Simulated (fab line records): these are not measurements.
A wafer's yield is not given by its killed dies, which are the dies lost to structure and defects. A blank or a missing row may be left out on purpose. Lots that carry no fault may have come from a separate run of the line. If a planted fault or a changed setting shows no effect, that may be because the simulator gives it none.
Which tool did it? :: flow nand harc :: 24 lots, 72 wafers sampled, at 6 steps of a route of 1302

## WHAT EACH GAUGE READ, for each wafer
Not one reading of a measure or inspect step in the record can be checked against a usual standard deviation.

## WHAT TOOL EACH LOT RAN ON (gives the tool, then ch and the chambers of the sampled wafers, and finally the start)
lot: L074
NHARC_A_BLC_ALD_23: ald metal-04 ch 0,3, day 23 01:43
NHARC_A_M0_ANNEAL_30: rtp anneal-01 ch 0, day 23 05:41
NHARC_A_M1_DESCUM_14: rie diel-03 ch 0,1, day 23 08:04
NHARC_A_M1_PVD_21: pvd sputter-03, day 23 09:52 or earlier
NHARC_A_M1_ANNEAL_31: rtp anneal-01 ch 0, day 23 09:52
NHARC_A_M1_DEP_33: pecvd-01 ch 1,2, day 23 10:48

lot: L077
NHARC_A_BLC_ALD_23: ald metal-01 ch 2,3, day 23 09:35
NHARC_A_M0_ANNEAL_30: rtp anneal-01 ch 0, day 23 13:25
NHARC_A_M1_DESCUM_14: rie diel-05 ch 1,2,3, day 23 15:50
NHARC_A_M1_PVD_21: pvd sputter-03, day 23 17:34 or earlier
NHARC_A_M1_ANNEAL_31: rtp anneal-01 ch 0, day 23 17:34
NHARC_A_M1_DEP_33: pecvd-01 ch 0,1, day 23 18:34

lot: L075
NHARC_A_BLC_ALD_23: ald metal-04 ch 1,2, day 23 11:01
NHARC_A_M0_ANNEAL_30: rtp anneal-01 ch 0, day 23 14:53
NHARC_A_M1_DESCUM_14: rie diel-05 ch 1,2,3, day 23 17:19
NHARC_A_M1_PVD_21: pvd sputter-02, day 23 19:05 or earlier
NHARC_A_M1_ANNEAL_31: rtp anneal-01 ch 0, day 23 19:05
NHARC_A_M1_DEP_33: pecvd-01 ch 0,1,2, day 23 20:03

lot: L076
NHARC_A_BLC_ALD_23: ald metal-03 ch 0,1,2, day 23 13:42
NHARC_A_M0_ANNEAL_30: rtp anneal-02 ch 0, day 23 17:32
NHARC_A_M1_DESCUM_14: rie diel-03 ch 0,1,3, day 23 19:49
NHARC_A_M1_PVD_21: pvd sputter-02, day 23 21:34 or earlier
NHARC_A_M1_ANNEAL_31: rtp anneal-01 ch 0, day 23 21:34
NHARC_A_M1_DEP_33: pecvd-04 ch 0,1, day 23 22:32

lot: L078
NHARC_A_BLC_ALD_23: ald metal-03 ch 0,2,3, day 24 08:05
NHARC_A_M0_ANNEAL_30: rtp anneal-01 ch 0, day 24 11:56
NHARC_A_M1_DESCUM_14: rie diel-02 ch 0,2,3, day 24 14:13
NHARC_A_M1_PVD_21: pvd sputter-02, day 24 15:59 or earlier
NHARC_A_M1_ANNEAL_31: rtp anneal-01 ch 0, day 24 15:59
NHARC_A_M1_DEP_33: pecvd-04 ch 0,2, day 24 17:00

lot: L079
NHARC_A_BLC_ALD_23: ald metal-04 ch 1,3, day 24 22:44
NHARC_A_M0_ANNEAL_30: rtp anneal-02 ch 0, day 25 02:41
NHARC_A_M1_DESCUM_14: rie diel-03 ch 1,3, day 25 05:02
NHARC_A_M1_PVD_21: pvd sputter-02, day 25 06:56 or earlier
NHARC_A_M1_ANNEAL_31: rtp anneal-01 ch 0, day 25 06:56
NHARC_A_M1_DEP_33: pecvd-01 ch 0,1, day 25 07:55

lot: L080
NHARC_A_BLC_ALD_23: ald metal-04 ch 1,3, day 25 11:13
NHARC_A_M0_ANNEAL_30: rtp anneal-02 ch 0, day 25 15:15
NHARC_A_M1_DESCUM_14: rie diel-05 ch 0,1,2, day 25 17:49
NHARC_A_M1_PVD_21: pvd sputter-03, day 25 19:35 or earlier
NHARC_A_M1_ANNEAL_31: rtp anneal-02 ch 0, day 25 19:35
NHARC_A_M1_DEP_33: pecvd-04 ch 0,1, day 25 20:33

lot: L081
NHARC_A_BLC_ALD_23: ald metal-03 ch 1,2,3, day 26 10:29
NHARC_A_M0_ANNEAL_30: rtp anneal-01 ch 0, day 26 14:29
NHARC_A_M1_DESCUM_14: rie diel-02 ch 0,1,2, day 26 16:53
NHARC_A_M1_PVD_21: pvd sputter-02, day 26 18:43 or earlier
NHARC_A_M1_ANNEAL_31: rtp anneal-02 ch 0, day 26 18:43
NHARC_A_M1_DEP_33: pecvd-01 ch 1,2, day 26 19:44

lot: L082
NHARC_A_BLC_ALD_23: ald metal-04 ch 2,3, day 26 16:20
NHARC_A_M0_ANNEAL_30: rtp anneal-02 ch 0, day 26 20:19
NHARC_A_M1_DESCUM_14: rie diel-03 ch 0,1,3, day 26 22:33
NHARC_A_M1_PVD_21: pvd sputter-03, day 27 00:22 or earlier
NHARC_A_M1_ANNEAL_31: rtp anneal-01 ch 0, day 27 00:22
NHARC_A_M1_DEP_33: pecvd-02 ch 0,2, day 27 01:18

lot: L083
NHARC_A_BLC_ALD_23: ald metal-01 ch 2,3, day 26 19:06
NHARC_A_M0_ANNEAL_30: rtp anneal-01 ch 0, day 26 23:01
NHARC_A_M1_DESCUM_14: rie diel-05 ch 0,1, day 27 01:16
NHARC_A_M1_PVD_21: pvd sputter-02, day 27 03:07 or earlier
NHARC_A_M1_ANNEAL_31: rtp anneal-02 ch 0, day 27 03:07
NHARC_A_M1_DEP_33: pecvd-04 ch 0,1,2, day 27 04:06

lot: L084
NHARC_A_BLC_ALD_23: ald metal-04 ch 0,2,3, day 27 01:25
NHARC_A_M0_ANNEAL_30: rtp anneal-02 ch 0, day 27 05:22
NHARC_A_M1_DESCUM_14: rie diel-02 ch 0,1,2, day 27 07:40
NHARC_A_M1_PVD_21: pvd sputter-01, day 27 09:26 or earlier
NHARC_A_M1_ANNEAL_31: rtp anneal-02 ch 0, day 27 09:26
NHARC_A_M1_DEP_33: pecvd-02 ch 0,1,2, day 27 10:25

lot: L086
NHARC_A_BLC_ALD_23: ald metal-01 ch 0,1,2, day 27 04:18
NHARC_A_M0_ANNEAL_30: rtp anneal-01 ch 0, day 27 08:18
NHARC_A_M1_DESCUM_14: rie diel-05 ch 2,3, day 27 10:28
NHARC_A_M1_PVD_21: pvd sputter-02, day 27 12:23 or earlier
NHARC_A_M1_ANNEAL_31: rtp anneal-01 ch 0, day 27 12:23
NHARC_A_M1_DEP_33: pecvd-01 ch 0,1,2, day 27 13:30

lot: L085
NHARC_A_BLC_ALD_23: ald metal-04 ch 0,2, day 27 12:52
NHARC_A_M0_ANNEAL_30: rtp anneal-01 ch 0, day 27 16:43
NHARC_A_M1_DESCUM_14: rie diel-02 ch 0,2, day 27 19:07
NHARC_A_M1_PVD_21: pvd sputter-03, day 27 20:59 or earlier
NHARC_A_M1_ANNEAL_31: rtp anneal-01 ch 0, day 27 20:59
NHARC_A_M1_DEP_33: pecvd-02 ch 0,2, day 27 22:01

lot: L088
NHARC_A_BLC_ALD_23: ald metal-03 ch 1,2, day 28 07:20
NHARC_A_M0_ANNEAL_30: rtp anneal-02 ch 0, day 28 11:47
NHARC_A_M1_DESCUM_14: rie diel-03 ch 0,1,2, day 28 14:04
NHARC_A_M1_PVD_21: pvd sputter-02, day 28 15:49 or earlier
NHARC_A_M1_ANNEAL_31: rtp anneal-01 ch 0, day 28 15:49
NHARC_A_M1_DEP_33: pecvd-01 ch 1,2, day 28 16:48

lot: L089
NHARC_A_BLC_ALD_23: ald metal-03 ch 1,2, day 28 12:01
NHARC_A_M0_ANNEAL_30: rtp anneal-02 ch 0, day 28 15:59
NHARC_A_M1_DESCUM_14: rie diel-03 ch 1,2,3, day 28 18:32
NHARC_A_M1_PVD_21: pvd sputter-03, day 28 20:26 or earlier
NHARC_A_M1_ANNEAL_31: rtp anneal-02 ch 0, day 28 20:26
NHARC_A_M1_DEP_33: pecvd-04 ch 0,2, day 28 21:22

lot: L087
NHARC_A_BLC_ALD_23: ald metal-04 ch 0,1, day 28 15:08
NHARC_A_M0_ANNEAL_30: rtp anneal-02 ch 0, day 28 19:09
NHARC_A_M1_DESCUM_14: rie diel-02 ch 0,1,3, day 28 21:28
NHARC_A_M1_PVD_21: pvd sputter-01, day 28 23:16 or earlier
NHARC_A_M1_ANNEAL_31: rtp anneal-02 ch 0, day 28 23:16
NHARC_A_M1_DEP_33: pecvd-01 ch 0,1,2, day 29 00:16

lot: L091
NHARC_A_BLC_ALD_23: ald metal-01 ch 0,1,2, day 29 19:04
NHARC_A_M0_ANNEAL_30: rtp anneal-02 ch 0, day 29 23:07
NHARC_A_M1_DESCUM_14: rie diel-05 ch 0,2, day 30 01:32
NHARC_A_M1_PVD_21: pvd sputter-03, day 30 03:19 or earlier
NHARC_A_M1_ANNEAL_31: rtp anneal-01 ch 0, day 30 03:19
NHARC_A_M1_DEP_33: pecvd-02 ch 0,2, day 30 04:23

lot: L090
NHARC_A_BLC_ALD_23: ald metal-04 ch 0,2,3, day 29 20:38
NHARC_A_M0_ANNEAL_30: rtp anneal-02 ch 0, day 30 00:30
NHARC_A_M1_DESCUM_14: rie diel-05 ch 1,2, day 30 03:04
NHARC_A_M1_PVD_21: pvd sputter-02, day 30 04:49 or earlier
NHARC_A_M1_ANNEAL_31: rtp anneal-01 ch 0, day 30 04:49
NHARC_A_M1_DEP_33: pecvd-02 ch 0,2, day 30 05:53

lot: L092
NHARC_A_BLC_ALD_23: ald metal-04 ch 1,3, day 30 14:20
NHARC_A_M0_ANNEAL_30: rtp anneal-02 ch 0, day 30 18:13
NHARC_A_M1_DESCUM_14: rie diel-02 ch 1,2, day 30 20:48
NHARC_A_M1_PVD_21: pvd sputter-03, day 30 22:40 or earlier
NHARC_A_M1_ANNEAL_31: rtp anneal-01 ch 0, day 30 22:40
NHARC_A_M1_DEP_33: pecvd-04 ch 1,2, day 30 23:34

lot: L093
NHARC_A_BLC_ALD_23: ald metal-03 ch 0,1,2, day 30 14:46
NHARC_A_M0_ANNEAL_30: rtp anneal-02 ch 0, day 30 18:39
NHARC_A_M1_DESCUM_14: rie diel-03 ch 2,3, day 30 21:03
NHARC_A_M1_PVD_21: pvd sputter-01, day 30 22:51 or earlier
NHARC_A_M1_ANNEAL_31: rtp anneal-02 ch 0, day 30 22:51
NHARC_A_M1_DEP_33: pecvd-01 ch 0,1, day 30 23:49

lot: L095
NHARC_A_BLC_ALD_23: ald metal-03 ch 0,2, day 31 05:01
NHARC_A_M0_ANNEAL_30: rtp anneal-01 ch 0, day 31 08:59
NHARC_A_M1_DESCUM_14: rie diel-05 ch 1,3, day 31 11:14
NHARC_A_M1_PVD_21: pvd sputter-03, day 31 12:59 or earlier
NHARC_A_M1_ANNEAL_31: rtp anneal-02 ch 0, day 31 12:59
NHARC_A_M1_DEP_33: pecvd-01 ch 0,1, day 31 13:59

lot: L094
NHARC_A_BLC_ALD_23: ald metal-04 ch 0,2,3, day 31 05:58
NHARC_A_M0_ANNEAL_30: rtp anneal-01 ch 0, day 31 09:55
NHARC_A_M1_DESCUM_14: rie diel-03 ch 0,3, day 31 12:20
NHARC_A_M1_PVD_21: pvd sputter-02, day 31 14:11 or earlier
NHARC_A_M1_ANNEAL_31: rtp anneal-02 ch 0, day 31 14:11
NHARC_A_M1_DEP_33: pecvd-01 ch 0,1,2, day 31 15:09

lot: L097
NHARC_A_BLC_ALD_23: ald metal-04 ch 0,1, day 32 15:57
NHARC_A_M0_ANNEAL_30: rtp anneal-01 ch 0, day 32 19:45
NHARC_A_M1_DESCUM_14: rie diel-02 ch 0,1,3, day 32 22:07
NHARC_A_M1_PVD_21: pvd sputter-02, day 33 00:01 or earlier
NHARC_A_M1_ANNEAL_31: rtp anneal-02 ch 0, day 33 00:01
NHARC_A_M1_DEP_33: pecvd-02 ch 0,1,2, day 33 01:01

lot: L096
NHARC_A_BLC_ALD_23: ald metal-01 ch 1,2,3, day 32 18:52
NHARC_A_M0_ANNEAL_30: rtp anneal-02 ch 0, day 32 22:47
NHARC_A_M1_DESCUM_14: rie diel-02 ch 0,1, day 33 01:08
NHARC_A_M1_PVD_21: pvd sputter-03, day 33 03:02 or earlier
NHARC_A_M1_ANNEAL_31: rtp anneal-01 ch 0, day 33 03:02
NHARC_A_M1_DEP_33: pecvd-01 ch 1,2, day 33 04:14
- NHARC_A_BLC_ALD_23: deposits TiN, target thk 3 nm, pulse time 1 s, ald cycles 150.
- NHARC_A_M0_ANNEAL_30: time 90 s.
- NHARC_A_M1_DESCUM_14: chemistry O2, time 3 s.
- NHARC_A_M1_PVD_21: deposits Cu, target thk 30 nm, time 20.49 s.
- NHARC_A_M1_ANNEAL_31: time 90 s.
- NHARC_A_M1_DEP_33: deposits SiCN, target thk 30 nm.

## AS READ BY THE TOOLS THEMSELVES (means over the sampled wafers that have a number; for cases with no such wafer, the mark the record gives instead)
NHARC_A_BLC_ALD_23.
lot: L074
tool: ald metal-04
heater power w (W): 1115
precursor pulse height rel: 1.004

lot: L077
tool: ald metal-01
heater power w (W): 1148
precursor pulse height rel: 0.994

lot: L075
tool: ald metal-04
heater power w (W): 897
precursor pulse height rel: 0.995

lot: L076
tool: ald metal-03
heater power w (W): 1130
precursor pulse height rel: 1.010

lot: L078
tool: ald metal-03
heater power w (W): 1106
precursor pulse height rel: 1.023

lot: L079
tool: ald metal-04
heater power w (W): 1069
precursor pulse height rel: 0.988

lot: L080
tool: ald metal-04
heater power w (W): 970
precursor pulse height rel: 1.006

lot: L081
tool: ald metal-03
heater power w (W): 1074
precursor pulse height rel: 1.007

lot: L082
tool: ald metal-04
heater power w (W): 1075
precursor pulse height rel: 0.998

lot: L083
tool: ald metal-01
heater power w (W): 1127
precursor pulse height rel: 0.997

lot: L084
tool: ald metal-04
heater power w (W): 1019
precursor pulse height rel: 1.003

lot: L086
tool: ald metal-01
heater power w (W): 1114
precursor pulse height rel: 1.003

lot: L085
tool: ald metal-04
heater power w (W): 1003
precursor pulse height rel: 0.989

lot: L088
tool: ald metal-03
heater power w (W): 1072
precursor pulse height rel: 0.993

lot: L089
tool: ald metal-03
heater power w (W): 1166
precursor pulse height rel: 0.993

lot: L087
tool: ald metal-04
heater power w (W): 958
precursor pulse height rel: 1.000

lot: L091
tool: ald metal-01
heater power w (W): 1128
precursor pulse height rel: 0.989

lot: L090
tool: ald metal-04
heater power w (W): 1020
precursor pulse height rel: 1.000

lot: L092
tool: ald metal-04
heater power w (W): 1008
precursor pulse height rel: 1.010

lot: L093
tool: ald metal-03
heater power w (W): 1112
precursor pulse height rel: 0.999

lot: L095
tool: ald metal-03
heater power w (W): 1176
precursor pulse height rel: 1.012

lot: L094
tool: ald metal-04
heater power w (W): 1051
precursor pulse height rel: 0.979

lot: L097
tool: ald metal-04
heater power w (W): 986
precursor pulse height rel: 1.017

lot: L096
tool: ald metal-01
heater power w (W): 1151
precursor pulse height rel: 1.012

NHARC_A_M0_ANNEAL_30.
lot: L074
tool: rtp anneal-01
wafer_temp_C_max: 225.96

lot: L077
tool: rtp anneal-01
wafer_temp_C_max: 225.97

lot: L075
tool: rtp anneal-01
wafer_temp_C_max: 225.95

lot: L076
tool: rtp anneal-02
wafer_temp_C_max: 225.92

lot: L078
tool: rtp anneal-01
wafer_temp_C_max: 225.98

lot: L079
tool: rtp anneal-02
wafer_temp_C_max: 225.87

lot: L080
tool: rtp anneal-02
wafer_temp_C_max: 225.83

lot: L081
tool: rtp anneal-01
wafer_temp_C_max: 226.08

lot: L082
tool: rtp anneal-02
wafer_temp_C_max: 225.70

lot: L083
tool: rtp anneal-01
wafer_temp_C_max: 225.84

lot: L084
tool: rtp anneal-02
wafer_temp_C_max: 225.85

lot: L086
tool: rtp anneal-01
wafer_temp_C_max: 226.00

lot: L085
tool: rtp anneal-01
wafer_temp_C_max: 225.88

lot: L088
tool: rtp anneal-02
wafer_temp_C_max: 225.79

lot: L089
tool: rtp anneal-02
wafer_temp_C_max: 225.70

lot: L087
tool: rtp anneal-02
wafer_temp_C_max: 225.81

lot: L091
tool: rtp anneal-02
wafer_temp_C_max: 225.84

lot: L090
tool: rtp anneal-02
wafer_temp_C_max: 225.68

lot: L092
tool: rtp anneal-02
wafer_temp_C_max: 225.83

lot: L093
tool: rtp anneal-02
wafer_temp_C_max: 225.86

lot: L095
tool: rtp anneal-01
wafer_temp_C_max: 226.27

lot: L094
tool: rtp anneal-01
wafer_temp_C_max: 226.14

lot: L097
tool: rtp anneal-01
wafer_temp_C_max: 225.96

lot: L096
tool: rtp anneal-02
wafer_temp_C_max: 225.83

NHARC_A_M1_DESCUM_14.
lot: L074
tool: rie diel-03
drypump motor current A (A): 5.7
mfc ar sccm (sccm): 0.013
oes product au (a.u.): 1.011
rf vpp V (V): 57.8
showerhead plenum p Torr (Torr): 1.93
throttle valve pct (%): 11.302

lot: L077
tool: rie diel-05
drypump motor current A (A): 5.3
mfc ar sccm (sccm): 0.017
oes product au (a.u.): 1.002
rf vpp V (V): 58.1
showerhead plenum p Torr (Torr): 1.93
throttle valve pct (%): 11.312

lot: L075
tool: rie diel-05
drypump motor current A (A): 5.3
mfc ar sccm (sccm): 0.017
oes product au (a.u.): 0.998
rf vpp V (V): 58.4
showerhead plenum p Torr (Torr): 1.93
throttle valve pct (%): 11.317

lot: L076
tool: rie diel-03
drypump motor current A (A): 5.9
mfc ar sccm (sccm): 0.017
oes product au (a.u.): 0.999
rf vpp V (V): 59.1
showerhead plenum p Torr (Torr): 1.89
throttle valve pct (%): 11.312

lot: L078
tool: rie diel-02
drypump motor current A (A): 5.5
mfc ar sccm (sccm): 0.003
oes product au (a.u.): 0.997
rf vpp V (V): 58.2
showerhead plenum p Torr (Torr): 1.90
throttle valve pct (%): 11.312

lot: L079
tool: rie diel-03
drypump motor current A (A): 6.1
mfc ar sccm (sccm): 0.030
oes product au (a.u.): 0.989
rf vpp V (V): 58.2
showerhead plenum p Torr (Torr): 1.88
throttle valve pct (%): 11.321

lot: L080
tool: rie diel-05
drypump motor current A (A): 5.6
mfc ar sccm (sccm): 0.013
oes product au (a.u.): 0.990
rf vpp V (V): 58.1
showerhead plenum p Torr (Torr): 1.95
throttle valve pct (%): 11.299

lot: L081
tool: rie diel-02
drypump motor current A (A): 5.4
mfc ar sccm (sccm): 0.010
oes product au (a.u.): 0.994
rf vpp V (V): 57.5
showerhead plenum p Torr (Torr): 1.90
throttle valve pct (%): 11.313

lot: L082
tool: rie diel-03
drypump motor current A (A): 5.9
mfc ar sccm (sccm): 0.017
oes product au (a.u.): 0.985
rf vpp V (V): 57.9
showerhead plenum p Torr (Torr): 1.89
throttle valve pct (%): 11.314

lot: L083
tool: rie diel-05
drypump motor current A (A): 5.8
mfc ar sccm (sccm): 0.002
oes product au (a.u.): 0.987
rf vpp V (V): 57.2
showerhead plenum p Torr (Torr): 1.90
throttle valve pct (%): 11.318

lot: L084
tool: rie diel-02
drypump motor current A (A): 5.4
mfc ar sccm (sccm): 0.010
oes product au (a.u.): 0.992
rf vpp V (V): 58.3
showerhead plenum p Torr (Torr): 1.90
throttle valve pct (%): 11.304

lot: L086
tool: rie diel-05
drypump motor current A (A): 5.6
mfc ar sccm (sccm): 0.019
oes product au (a.u.): 0.998
rf vpp V (V): 58.4
showerhead plenum p Torr (Torr): 1.90
throttle valve pct (%): 11.308

lot: L085
tool: rie diel-02
drypump motor current A (A): 5.0
mfc ar sccm (sccm): 0.003
oes product au (a.u.): 0.996
rf vpp V (V): 57.3
showerhead plenum p Torr (Torr): 1.86
throttle valve pct (%): 11.316

lot: L088
tool: rie diel-03
drypump motor current A (A): 5.8
mfc ar sccm (sccm): 0.024
oes product au (a.u.): 0.994
rf vpp V (V): 58.0
showerhead plenum p Torr (Torr): 1.93
throttle valve pct (%): 11.305

lot: L089
tool: rie diel-03
drypump motor current A (A): 6.0
mfc ar sccm (sccm): 0.027
oes product au (a.u.): 0.988
rf vpp V (V): 56.2
showerhead plenum p Torr (Torr): 1.89
throttle valve pct (%): 11.312

lot: L087
tool: rie diel-02
drypump motor current A (A): 5.8
mfc ar sccm (sccm): 0.010
oes product au (a.u.): 0.996
rf vpp V (V): 56.8
showerhead plenum p Torr (Torr): 1.93
throttle valve pct (%): 11.312

lot: L091
tool: rie diel-05
drypump motor current A (A): 5.8
mfc ar sccm (sccm): 0.023
oes product au (a.u.): 0.995
rf vpp V (V): 58.3
showerhead plenum p Torr (Torr): 1.98
throttle valve pct (%): 11.313

lot: L090
tool: rie diel-05
drypump motor current A (A): 5.1
mfc ar sccm (sccm): 0.015
oes product au (a.u.): 0.986
rf vpp V (V): 58.6
showerhead plenum p Torr (Torr): 1.97
throttle valve pct (%): 11.309

lot: L092
tool: rie diel-02
drypump motor current A (A): 5.7
mfc ar sccm (sccm): 0.014
oes product au (a.u.): 0.988
rf vpp V (V): 58.4
showerhead plenum p Torr (Torr): 1.96
throttle valve pct (%): 11.316

lot: L093
tool: rie diel-03
drypump motor current A (A): 6.0
mfc ar sccm (sccm): 0.025
oes product au (a.u.): 1.001
rf vpp V (V): 57.6
showerhead plenum p Torr (Torr): 1.89
throttle valve pct (%): 11.314

lot: L095
tool: rie diel-05
drypump motor current A (A): 5.1
mfc ar sccm (sccm): 0.007
oes product au (a.u.): 0.983
rf vpp V (V): 58.3
showerhead plenum p Torr (Torr): 1.90
throttle valve pct (%): 11.318

lot: L094
tool: rie diel-03
drypump motor current A (A): 5.9
mfc ar sccm (sccm): 0.007
oes product au (a.u.): 0.998
rf vpp V (V): 57.8
showerhead plenum p Torr (Torr): 1.85
throttle valve pct (%): 11.304

lot: L097
tool: rie diel-02
drypump motor current A (A): 5.9
mfc ar sccm (sccm): 0.010
oes product au (a.u.): 1.001
rf vpp V (V): 58.2
showerhead plenum p Torr (Torr): 1.93
throttle valve pct (%): 11.312

lot: L096
tool: rie diel-02
drypump motor current A (A): 5.7
mfc ar sccm (sccm): 0.017
oes product au (a.u.): 1.000
rf vpp V (V): 57.6
showerhead plenum p Torr (Torr): 1.93
throttle valve pct (%): 11.315

NHARC_A_M1_PVD_21.
lot: L074
tool: pvd sputter-03
throttle valve pct (%): 29.3

lot: L077
tool: pvd sputter-03
throttle valve pct (%): 29.1

lot: L075
tool: pvd sputter-02
throttle valve pct (%): 28.8

lot: L076
tool: pvd sputter-02
throttle valve pct (%): 29.2

lot: L078
tool: pvd sputter-02
throttle valve pct (%): 29.7

lot: L079
tool: pvd sputter-02
throttle valve pct (%): 28.3

lot: L080
tool: pvd sputter-03
throttle valve pct (%): 29.7

lot: L081
tool: pvd sputter-02
throttle valve pct (%): 29.6

lot: L082
tool: pvd sputter-03
throttle valve pct (%): 29.8

lot: L083
tool: pvd sputter-02
throttle valve pct (%): 29.5

lot: L084
tool: pvd sputter-01
throttle valve pct (%): 30.8

lot: L086
tool: pvd sputter-02
throttle valve pct (%): 28.8

lot: L085
tool: pvd sputter-03
throttle valve pct (%): 29.0

lot: L088
tool: pvd sputter-02
throttle valve pct (%): 29.0

lot: L089
tool: pvd sputter-03
throttle valve pct (%): 29.2

lot: L087
tool: pvd sputter-01
throttle valve pct (%): 31.0

lot: L091
tool: pvd sputter-03
throttle valve pct (%): 29.6

lot: L090
tool: pvd sputter-02
throttle valve pct (%): 28.7

lot: L092
tool: pvd sputter-03
throttle valve pct (%): 28.9

lot: L093
tool: pvd sputter-01
throttle valve pct (%): 31.3

lot: L095
tool: pvd sputter-03
throttle valve pct (%): 28.5

lot: L094
tool: pvd sputter-02
throttle valve pct (%): 29.5

lot: L097
tool: pvd sputter-02
throttle valve pct (%): 29.8

lot: L096
tool: pvd sputter-03
throttle valve pct (%): 28.3

NHARC_A_M1_ANNEAL_31.
lot: L074
tool: rtp anneal-01
wafer_temp_C_max: 225.88

lot: L077
tool: rtp anneal-01
wafer_temp_C_max: 226.00

lot: L075
tool: rtp anneal-01
wafer_temp_C_max: 226.30

lot: L076
tool: rtp anneal-01
wafer_temp_C_max: 226.02

lot: L078
tool: rtp anneal-01
wafer_temp_C_max: 226.13

lot: L079
tool: rtp anneal-01
wafer_temp_C_max: 225.88

lot: L080
tool: rtp anneal-02
wafer_temp_C_max: 225.87

lot: L081
tool: rtp anneal-02
wafer_temp_C_max: 225.65

lot: L082
tool: rtp anneal-01
wafer_temp_C_max: 225.73

lot: L083
tool: rtp anneal-02
wafer_temp_C_max: 225.85

lot: L084
tool: rtp anneal-02
wafer_temp_C_max: 225.96

lot: L086
tool: rtp anneal-01
wafer_temp_C_max: 226.15

lot: L085
tool: rtp anneal-01
wafer_temp_C_max: 225.90

lot: L088
tool: rtp anneal-01
wafer_temp_C_max: 225.83

lot: L089
tool: rtp anneal-02
wafer_temp_C_max: 225.63

lot: L087
tool: rtp anneal-02
wafer_temp_C_max: 225.87

lot: L091
tool: rtp anneal-01
wafer_temp_C_max: 225.84

lot: L090
tool: rtp anneal-01
wafer_temp_C_max: 226.05

lot: L092
tool: rtp anneal-01
wafer_temp_C_max: 225.85

lot: L093
tool: rtp anneal-02
wafer_temp_C_max: 225.95

lot: L095
tool: rtp anneal-02
wafer_temp_C_max: 225.97

lot: L094
tool: rtp anneal-02
wafer_temp_C_max: 225.72

lot: L097
tool: rtp anneal-02
wafer_temp_C_max: 225.74

lot: L096
tool: rtp anneal-01
wafer_temp_C_max: 226.06

NHARC_A_M1_DEP_33.
lot: L074
tool: pecvd-01
heater power w (W): 535

lot: L077
tool: pecvd-01
heater power w (W): 466

lot: L075
tool: pecvd-01
heater power w (W): 515

lot: L076
tool: pecvd-04
heater power w (W): 500

lot: L078
tool: pecvd-04
heater power w (W): 512

lot: L079
tool: pecvd-01
heater power w (W): 587

lot: L080
tool: pecvd-04
heater power w (W): 482

lot: L081
tool: pecvd-01
heater power w (W): 590

lot: L082
tool: pecvd-02
heater power w (W): 567

lot: L083
tool: pecvd-04
heater power w (W): 510

lot: L084
tool: pecvd-02
heater power w (W): 587

lot: L086
tool: pecvd-01
heater power w (W): 541

lot: L085
tool: pecvd-02
heater power w (W): 554

lot: L088
tool: pecvd-01
heater power w (W): 506

lot: L089
tool: pecvd-04
heater power w (W): 521

lot: L087
tool: pecvd-01
heater power w (W): 557

lot: L091
tool: pecvd-02
heater power w (W): 604

lot: L090
tool: pecvd-02
heater power w (W): 585

lot: L092
tool: pecvd-04
heater power w (W): 467

lot: L093
tool: pecvd-01
heater power w (W): 556

lot: L095
tool: pecvd-01
heater power w (W): 553

lot: L094
tool: pecvd-01
heater power w (W): 599

lot: L097
tool: pecvd-02
heater power w (W): 598

lot: L096
tool: pecvd-01
heater power w (W): 582

## THE ANSWER, worked out from the rows above alone
Rule: the lots themselves supply what counts as usual. Put in order of their means at a reading, lots are off if they are a third of the lots or fewer, leave a main group of 4 or more, and stand apart from it by a gap of 3 or more times the standard deviation of the main group's means; of several such gaps the widest counts. If all means in a main group match to the digits the tables above print for the reading, that group is not used. Also off: a lot with no number at a reading for which 4 or more lots have one. All remaining lots with rows at the step are treated as sound. First the gauges in route order, then the tools' own readings, where a lot's mean is used as printed above. The first step at which some lot is off is used, and at that step the reading that is off furthest; a lot without a number counts as furthest.
Nothing can be told from this: no lot is off at any reading shown.

## WHAT THE SIMULATOR PUT IN
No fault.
